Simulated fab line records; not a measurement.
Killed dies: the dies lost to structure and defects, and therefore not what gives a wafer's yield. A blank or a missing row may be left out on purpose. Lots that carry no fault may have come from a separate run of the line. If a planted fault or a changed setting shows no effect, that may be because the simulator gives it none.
Which tool did it? :: flow nandHarc :: 39 wafers from 13 lots sampled at 5 of the route's 1159 steps

WHAT THE GAUGES READ, wafer by wafer
NHARC_END_SORT_01.
lot: L282
measured: day 19 07:45
on: prober-02
defectLimitedYield (%): 96.2 95.0 96.0
killedAtArray: 21 25 22
killedAtOther: 0 0 0
killedAtPeriphery: 5 9 5
killedDies: 26 34 27
killedOpen: 0 4 2
killedShort: 2 3 2
sort_bin_2_pct (%): 1.0 1.0 0.6
sort_bin_3_pct (%): 0.30 0.44 0
sort_bin_4_pct (%): 2.5 3.5 3.4
sortNPass: 651 643 650
sortRimYieldPct (%): 96 95 93
sortYieldPct (%): 96.2 95.0 96.0

lot: L284
measured: day 20 12:23
on: prober-02
defectLimitedYield (%): 95.6 96.2 94.2
killedAtArray: 28 22 33
killedAtOther: 1 2 0
killedAtPeriphery: 1 2 6
killedDies: 30 26 39
killedOpen: 4 2 4
killedShort: 1 1 2
sort_bin_2_pct (%): 1.8 0.9 1.8
sort_bin_3_pct (%): 0 0 0.30
sort_bin_4_pct (%): 2.7 3.0 3.7
sortNPass: 647 651 638
sortRimYieldPct (%): 94 95 90
sortYieldPct (%): 95.6 96.2 94.2

lot: L301
measured: day 25 19:16
on: prober-01
defectLimitedYield (%): 97.2 96.9 97.2
killedAtArray: 16 18 15
killedAtOther: 1 2 0
killedAtPeriphery: 2 1 4
killedDies: 19 21 19
killedOpen: 2 5 3
killedShort: 2 2 3
sort_bin_2_pct (%): 1.2 1.3 0.4
sort_bin_3_pct (%): 0 0.30 0.30
sort_bin_4_pct (%): 1.6 1.5 2.1
sortNPass: 658 656 658
sortRimYieldPct (%): 99 96 93
sortYieldPct (%): 97.2 96.9 97.2

lot: L302
measured: day 26 03:01
on: prober-01
defectLimitedYield (%): 94.1 95.6 93.5
killedAtArray: 38 28 40
killedAtOther: 1 1 3
killedAtPeriphery: 1 1 1
killedDies: 40 30 44
killedOpen: 4 2 0
killedShort: 2 2 4
sort_bin_2_pct (%): 1.8 1.9 1.3
sort_bin_3_pct (%): 0.30 0.44 1.03
sort_bin_4_pct (%): 3.8 2.1 4.1
sortNPass: 637 647 633
sortRimYieldPct (%): 92 90 92
sortYieldPct (%): 94.1 95.6 93.5

EACH LOT AND THE TOOL THAT RAN IT (in order: tool; ch and the chambers of the sampled wafers; start)
lot: L282
NHARC_HYBRID_BOND_ACTIVATE_00: rieDiel-09 ch 1,2,3, day 18 02:34
NHARC_THIN_TSV_CMP_01: cmp-01 ch 1,2,3, day 18 14:19
NHARC_THIN_TSV_DEGAS_49: pvdSputter-01, day 18 18:24
NHARC_THIN_TSV_ECD_20: ecdCu-01 ch 0,1, day 18 18:51

lot: L281
NHARC_HYBRID_BOND_ACTIVATE_00: rieDiel-09 ch 0,1, day 18 05:49
NHARC_THIN_TSV_CMP_01: cmp-01 ch 0,3, day 18 15:30
NHARC_THIN_TSV_DEGAS_49: pvdSputter-03, day 18 19:44
NHARC_THIN_TSV_ECD_20: ecdCu-01 ch 0,1, day 18 20:23

lot: L283
NHARC_HYBRID_BOND_ACTIVATE_00: rieDiel-07 ch 0,2,3, day 18 15:53
NHARC_THIN_TSV_CMP_01: cmp-01 ch 0,1,3, day 19 03:35
NHARC_THIN_TSV_DEGAS_49: pvdSputter-01, day 19 07:53
NHARC_THIN_TSV_ECD_20: ecdCu-02 ch 0,1, day 19 08:20

lot: L280
NHARC_HYBRID_BOND_ACTIVATE_00: rieDiel-07 ch 0,1, day 18 16:15
NHARC_THIN_TSV_CMP_01: cmp-03 ch 0,1,2, day 19 04:50
NHARC_THIN_TSV_DEGAS_49: pvdSputter-01, day 19 08:55
NHARC_THIN_TSV_ECD_20: ecdCu-02 ch 0,1, day 19 09:23

lot: L284
NHARC_HYBRID_BOND_ACTIVATE_00: rieDiel-07 ch 0,1, day 18 17:13
NHARC_THIN_TSV_CMP_01: cmp-03 ch 1,2,3, day 19 05:58
NHARC_THIN_TSV_DEGAS_49: pvdSputter-03, day 19 10:05
NHARC_THIN_TSV_ECD_20: ecdCu-01 ch 1, day 19 10:32

lot: L285
NHARC_HYBRID_BOND_ACTIVATE_00: rieDiel-07 ch 0,1,3, day 18 20:16
NHARC_THIN_TSV_CMP_01: cmp-03 ch 0,1,3, day 19 08:20
NHARC_THIN_TSV_DEGAS_49: pvdSputter-02, day 19 12:25
NHARC_THIN_TSV_ECD_20: ecdCu-02 ch 0,1, day 19 12:52

lot: L287
NHARC_HYBRID_BOND_ACTIVATE_00: rieDiel-07 ch 0,1,2, day 20 01:25
NHARC_THIN_TSV_CMP_01: cmp-02 ch 1,2, day 20 13:33
NHARC_THIN_TSV_DEGAS_49: pvdSputter-03, day 20 17:46
NHARC_THIN_TSV_ECD_20: ecdCu-02 ch 0,1, day 20 18:32

lot: L288
NHARC_HYBRID_BOND_ACTIVATE_00: rieDiel-05 ch 0,1,2, day 20 09:14
NHARC_THIN_TSV_CMP_01: cmp-01 ch 0,1,2, day 20 21:40
NHARC_THIN_TSV_DEGAS_49: pvdSputter-01, day 21 01:58
NHARC_THIN_TSV_ECD_20: ecdCu-01 ch 0,1, day 21 02:25

lot: L286
NHARC_HYBRID_BOND_ACTIVATE_00: rieDiel-07 ch 0,2,3, day 20 17:00
NHARC_THIN_TSV_CMP_01: cmp-02 ch 1,2,3, day 21 05:47
NHARC_THIN_TSV_DEGAS_49: pvdSputter-03, day 21 09:58
NHARC_THIN_TSV_ECD_20: ecdCu-02 ch 0,1, day 21 10:25

lot: L295
NHARC_HYBRID_BOND_ACTIVATE_00: rieDiel-07 ch 0,2,3, day 21 23:40
NHARC_THIN_TSV_CMP_01: cmp-01 ch 0,1,2, day 22 13:45
NHARC_THIN_TSV_DEGAS_49: pvdSputter-03, day 22 17:52
NHARC_THIN_TSV_ECD_20: ecdCu-01 ch 0,1, day 22 18:31

lot: L301
NHARC_HYBRID_BOND_ACTIVATE_00: rieDiel-07 ch 2,3, day 23 03:22
NHARC_THIN_TSV_CMP_01: cmp-02 ch 0,1,3, day 23 14:35
NHARC_THIN_TSV_DEGAS_49: pvdSputter-01, day 23 18:44
NHARC_THIN_TSV_ECD_20: ecdCu-02 ch 0,1, day 23 19:12

lot: L300
NHARC_HYBRID_BOND_ACTIVATE_00: rieDiel-05 ch 0,1,3, day 23 05:10
NHARC_THIN_TSV_CMP_01: cmp-01 ch 1,2,3, day 23 15:46
NHARC_THIN_TSV_DEGAS_49: pvdSputter-02, day 23 20:10
NHARC_THIN_TSV_ECD_20: ecdCu-01 ch 0,1, day 23 20:49

lot: L302
NHARC_HYBRID_BOND_ACTIVATE_00: rieDiel-07 ch 0,1,3, day 23 15:11
NHARC_THIN_TSV_CMP_01: cmp-03 ch 0,1,3, day 24 02:11
NHARC_THIN_TSV_DEGAS_49: pvdSputter-01, day 24 06:21
NHARC_THIN_TSV_ECD_20: ecdCu-01 ch 0,1, day 24 06:49
- NHARC_HYBRID_BOND_ACTIVATE_00: chemistry N2, time 60 s.
- NHARC_THIN_TSV_CMP_01: polishes.
- NHARC_THIN_TSV_DEGAS_49: time 120 s.
- NHARC_THIN_TSV_ECD_20: material Cu, target thk 2000 nm.

AS READ BY THE TOOLS THEMSELVES (means over the sampled wafers that have a number; for cases with no such wafer, the mark the record gives instead)
NHARC_HYBRID_BOND_ACTIVATE_00.
lot: L282
tool: rieDiel-09
drypumpMotorCurrentA (A): 5.4
oesProductAu (a.u.): 0.996
rfVppV (V): 65.1
showerheadPlenumPTorr (Torr): 1.79

lot: L281
tool: rieDiel-09
drypumpMotorCurrentA (A): 5.8
oesProductAu (a.u.): 0.991
rfVppV (V): 64.2
showerheadPlenumPTorr (Torr): 1.82

lot: L283
tool: rieDiel-07
drypumpMotorCurrentA (A): 6.1
oesProductAu (a.u.): 1.014
rfVppV (V): 63.2
showerheadPlenumPTorr (Torr): 1.72

lot: L280
tool: rieDiel-07
drypumpMotorCurrentA (A): 5.8
oesProductAu (a.u.): 0.995
rfVppV (V): 63.0
showerheadPlenumPTorr (Torr): 1.69

lot: L284
tool: rieDiel-07
drypumpMotorCurrentA (A): 5.8
oesProductAu (a.u.): 1.006
rfVppV (V): 63.8
showerheadPlenumPTorr (Torr): 1.67

lot: L285
tool: rieDiel-07
drypumpMotorCurrentA (A): 5.9
oesProductAu (a.u.): 0.999
rfVppV (V): 64.5
showerheadPlenumPTorr (Torr): 1.69

lot: L287
tool: rieDiel-07
drypumpMotorCurrentA (A): 5.9
oesProductAu (a.u.): 1.004
rfVppV (V): 64.2
showerheadPlenumPTorr (Torr): 1.69

lot: L288
tool: rieDiel-05
drypumpMotorCurrentA (A): 5.7
oesProductAu (a.u.): 0.998
rfVppV (V): 62.9
showerheadPlenumPTorr (Torr): 1.74

lot: L286
tool: rieDiel-07
drypumpMotorCurrentA (A): 6.1
oesProductAu (a.u.): 1.001
rfVppV (V): 64.2
showerheadPlenumPTorr (Torr): 1.71

lot: L295
tool: rieDiel-07
drypumpMotorCurrentA (A): 6.1
oesProductAu (a.u.): 1.000
rfVppV (V): 64.8
showerheadPlenumPTorr (Torr): 1.71

lot: L301
tool: rieDiel-07
drypumpMotorCurrentA (A): 6.2
oesProductAu (a.u.): 1.010
rfVppV (V): 64.3
showerheadPlenumPTorr (Torr): 1.70

lot: L300
tool: rieDiel-05
drypumpMotorCurrentA (A): 6.1
oesProductAu (a.u.): 0.997
rfVppV (V): 63.7
showerheadPlenumPTorr (Torr): 1.70

lot: L302
tool: rieDiel-07
drypumpMotorCurrentA (A): 6.0
oesProductAu (a.u.): 1.007
rfVppV (V): 63.1
showerheadPlenumPTorr (Torr): 1.69

NHARC_THIN_TSV_CMP_01.
lot: L282
tool: cmp-01
motorCurrentA (A): 11.8

lot: L281
tool: cmp-01
motorCurrentA (A): 11.9

lot: L283
tool: cmp-01
motorCurrentA (A): 11.6

lot: L280
tool: cmp-03
motorCurrentA (A): 11.8

lot: L284
tool: cmp-03
motorCurrentA (A): 11.6

lot: L285
tool: cmp-03
motorCurrentA (A): 11.5

lot: L287
tool: cmp-02
motorCurrentA (A): 11.7

lot: L288
tool: cmp-01
motorCurrentA (A): 12.2

lot: L286
tool: cmp-02
motorCurrentA (A): 12.2

lot: L295
tool: cmp-01
motorCurrentA (A): 12.1

lot: L301
tool: cmp-02
motorCurrentA (A): 12.2

lot: L300
tool: cmp-01
motorCurrentA (A): 11.5

lot: L302
tool: cmp-03
motorCurrentA (A): 11.3

NHARC_THIN_TSV_DEGAS_49.
lot: L282
tool: pvdSputter-01
heaterPowerW (W): 478

lot: L281
tool: pvdSputter-03
heaterPowerW (W): 508

lot: L283
tool: pvdSputter-01
heaterPowerW (W): 462

lot: L280
tool: pvdSputter-01
heaterPowerW (W): 488

lot: L284
tool: pvdSputter-03
heaterPowerW (W): 522

lot: L285
tool: pvdSputter-02
heaterPowerW (W): 485

lot: L287
tool: pvdSputter-03
heaterPowerW (W): 503

lot: L288
tool: pvdSputter-01
heaterPowerW (W): 465

lot: L286
tool: pvdSputter-03
heaterPowerW (W): 521

lot: L295
tool: pvdSputter-03
heaterPowerW (W): 519

lot: L301
tool: pvdSputter-01
heaterPowerW (W): 483

lot: L300
tool: pvdSputter-02
heaterPowerW (W): 539

lot: L302
tool: pvdSputter-01
heaterPowerW (W): 479

THE ANSWER, worked out from the rows above alone
Rule: what is usual is taken from the lots themselves. Put in order of their means at a reading, lots are off if they are a third of the lots or fewer, leave a main group of 4 or more, and stand apart from it by a gap of 3 or more times the standard deviation of the main group's means; of several such gaps the widest counts. A main group is skipped when, at the precision printed for the reading in the tables above, its means are all equal. Also off: a lot with no number at a reading for which 4 or more lots have one. Where the step has rows for the other lots, those lots are counted as sound. The gauges are gone through in route order, then the tools' own readings, and for those a lot's mean is taken as printed above. The first step at which some lot is off is used, and at that step the reading that is off furthest; a lot without a number counts as furthest.
No lot is off at any reading shown: from this, nothing can be told.

WHAT WAS PUT IN BY THE SIMULATOR
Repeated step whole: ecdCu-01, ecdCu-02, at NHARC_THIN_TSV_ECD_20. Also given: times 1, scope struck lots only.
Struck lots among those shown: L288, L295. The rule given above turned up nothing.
